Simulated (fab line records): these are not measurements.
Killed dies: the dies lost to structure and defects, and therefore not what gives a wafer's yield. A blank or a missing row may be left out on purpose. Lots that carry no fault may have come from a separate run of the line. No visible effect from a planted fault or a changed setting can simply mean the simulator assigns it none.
What tool caused it? -- flow nand harc -- 15 lots, 45 wafers sampled, at 3 steps of a route of 1302

WHAT EACH GAUGE READ, for each wafer
NHARC_THIN_TSV_CD_MEAS_12 targets a cd of 1000 nm.
lot,measured,on,cd nm (nm)
L814,day 25 11:29,cd sem-02,999.8 1001.0 1000.0
L813,day 25 12:39,cd sem-02,1002.6 1001.2 1001.4
L815,day 25 13:52,cd sem-02,1000.6 999.9 1002.0
L817,day 25 16:08,cd sem-03,1001.6 1000.9 1002.7
L822,day 27 22:40,cd sem-02,- - -
L825,day 28 14:01,cd sem-01,- - -
L824,day 28 22:02,cd sem-02,- - -
L827,day 29 11:28,cd sem-03,1000.7 999.6 1000.3
L826,day 29 12:33,cd sem-01,1001.3 1000.9 1000.2
L828,day 30 05:08,cd sem-01,1003.3 1003.7 1002.3
L831,day 30 17:13,cd sem-02,1002.6 1002.1 1001.2
L829,day 30 16:01,cd sem-02,1000.4 1000.4 1000.5
L833,day 32 12:36,cd sem-02,1003.3 1000.6 1000.9
L835,day 32 20:09,cd sem-01,1002.6 1000.9 998.1
L834,day 33 03:21,cd sem-01,1003.3 1000.5 1004.8

EACH LOT AND THE TOOL THAT RAN IT (in order: tool; ch and the chambers of the sampled wafers; start)
lot,NHARC_HYBRID_BOND_ACTIVATE_00,NHARC_THIN_TSV_EXPOSE_09
L814,"rie diel-05 ch 1,2, day 23 12:55","krf scanner-01 ch 0, day 25 11:20"
L813,"rie diel-06 ch 2,3, day 23 15:54","krf scanner-02 ch 0, day 25 12:29"
L815,"rie diel-06 ch 0,2, day 24 15:31","krf scanner-04 ch 0, day 25 13:43"
L817,"rie diel-05 ch 2,3, day 24 21:49","krf scanner-04 ch 0, day 25 15:59"
L822,"rie diel-06 ch 0,1,2, day 27 09:33","krf scanner-02, day 27 22:31"
L825,"rie diel-06 ch 0,1,2, day 28 01:59","krf scanner-02, day 28 13:52"
L824,"rie diel-05 ch 0,1,3, day 28 07:21","krf scanner-02, day 28 21:52"
L827,"rie diel-09 ch 1,2,3, day 28 21:05","krf scanner-01 ch 0, day 29 11:19"
L826,"rie diel-06 ch 1,2, day 28 22:56","krf scanner-01 ch 0, day 29 12:23"
L828,"rie diel-06 ch 0,2,3, day 29 16:50","krf scanner-02 ch 0, day 30 04:59"
L831,"rie diel-06 ch 1,2,3, day 30 04:34","krf scanner-01 ch 0, day 30 17:03"
L829,"rie diel-09 ch 0,2,3, day 30 04:53","krf scanner-04 ch 0, day 30 15:52"
L833,"rie diel-06 ch 0,1,3, day 32 00:14","krf scanner-04 ch 0, day 32 12:27"
L835,"rie diel-06 ch 0,3, day 32 06:44","krf scanner-01 ch 0, day 32 20:00"
L834,"rie diel-06 ch 0,2,3, day 32 15:24","krf scanner-01 ch 0, day 33 03:11"
- NHARC_HYBRID_BOND_ACTIVATE_00: chemistry N2, time 60 s.
- NHARC_THIN_TSV_EXPOSE_09: exposes mask TSV.

AS READ BY THE TOOLS THEMSELVES (means over the sampled wafers that have a number; for cases with no such wafer, the mark the record gives instead)
NHARC_HYBRID_BOND_ACTIVATE_00.
lot,tool,drypump motor current A (A),n2 flow sccm (sccm),oes product au (a.u.),rf vpp V (V),showerhead plenum p Torr (Torr)
L814,rie diel-05,6.0,199.5,0.985,64.3,1.73
L813,rie diel-06,6.0,199.9,0.999,63.9,1.70
L815,rie diel-06,5.8,199.5,0.991,63.7,1.70
L817,rie diel-05,5.9,200.1,1.000,64.1,1.83
L822,rie diel-06,5.8,200.7,0.994,64.9,1.75
L825,rie diel-06,5.8,199.4,0.998,63.8,1.75
L824,rie diel-05,5.9,200.1,0.996,62.9,1.70
L827,rie diel-09,5.4,199.6,0.997,64.4,1.74
L826,rie diel-06,5.7,199.6,1.010,63.7,1.73
L828,rie diel-06,6.1,200.1,1.007,64.1,1.71
L831,rie diel-06,6.0,199.5,1.008,63.4,1.75
L829,rie diel-09,5.8,200.4,1.006,64.2,1.73
L833,rie diel-06,6.0,200.1,0.997,64.5,1.76
L835,rie diel-06,6.2,200.0,1.003,64.1,1.73
L834,rie diel-06,6.1,200.8,1.002,63.7,1.71

NHARC_THIN_TSV_EXPOSE_09.
lot,tool,exposure dose mJ cm2,focus offset nm (nm),reticle temp C (C)
L814,krf scanner-01,30.705,0.2,23.07
L813,krf scanner-02,30.735,-0.0,22.90
L815,krf scanner-04,30.718,-0.5,23.13
L817,krf scanner-04,30.685,0.1,22.90
L822,krf scanner-02,-,-,-
L825,krf scanner-02,-,-,-
L824,krf scanner-02,-,-,-
L827,krf scanner-01,30.708,-0.2,23.01
L826,krf scanner-01,30.728,-0.1,22.98
L828,krf scanner-02,30.706,0.4,22.91
L831,krf scanner-01,30.685,0.1,22.99
L829,krf scanner-04,30.738,-0.5,22.99
L833,krf scanner-04,30.708,-0.2,22.91
L835,krf scanner-01,30.684,-0.2,23.07
L834,krf scanner-01,30.713,-0.0,22.86

THE ANSWER, worked out from the rows above alone
Rule: what is usual is taken from the lots themselves. The widest of any qualifying gaps counts: lots, ordered by their means at a reading, are off when they make up no more than a third of the lots, leave a main group of 4 or more, and stand apart from it by 3 or more times the standard deviation of that group's means. A main group is skipped when, at the precision printed for the reading in the tables above, its means are all equal. Also off: a lot with no number at a reading for which 4 or more lots have one. Where the step has rows for the other lots, those lots are counted as sound. The gauges are gone through in route order, then the tools' own readings, and for those a lot's mean is taken as printed above. The first step at which some lot is off is used, and at that step the reading that is off furthest; a lot without a number counts as furthest.
Off: L822, L825, L824 (NHARC_THIN_TSV_CD_MEAS_12, cd nm). Without a number there: L822, L825, L824. For the main group the mean is 1001.3 nm and the standard deviation 0.94.
A tool fits if, at a process step before that reading, it ran every lot that is off, and no sound lot after the first of them. The gauges at NHARC_THIN_TSV_CD_MEAS_12 aren't tried: what is off there is off at NHARC_THIN_TSV_EXPOSE_09 too, on other tools, and a gauge's error can't cause that. Not one of the candidates tried fits.

WHAT THE SIMULATOR HAD INSERTED
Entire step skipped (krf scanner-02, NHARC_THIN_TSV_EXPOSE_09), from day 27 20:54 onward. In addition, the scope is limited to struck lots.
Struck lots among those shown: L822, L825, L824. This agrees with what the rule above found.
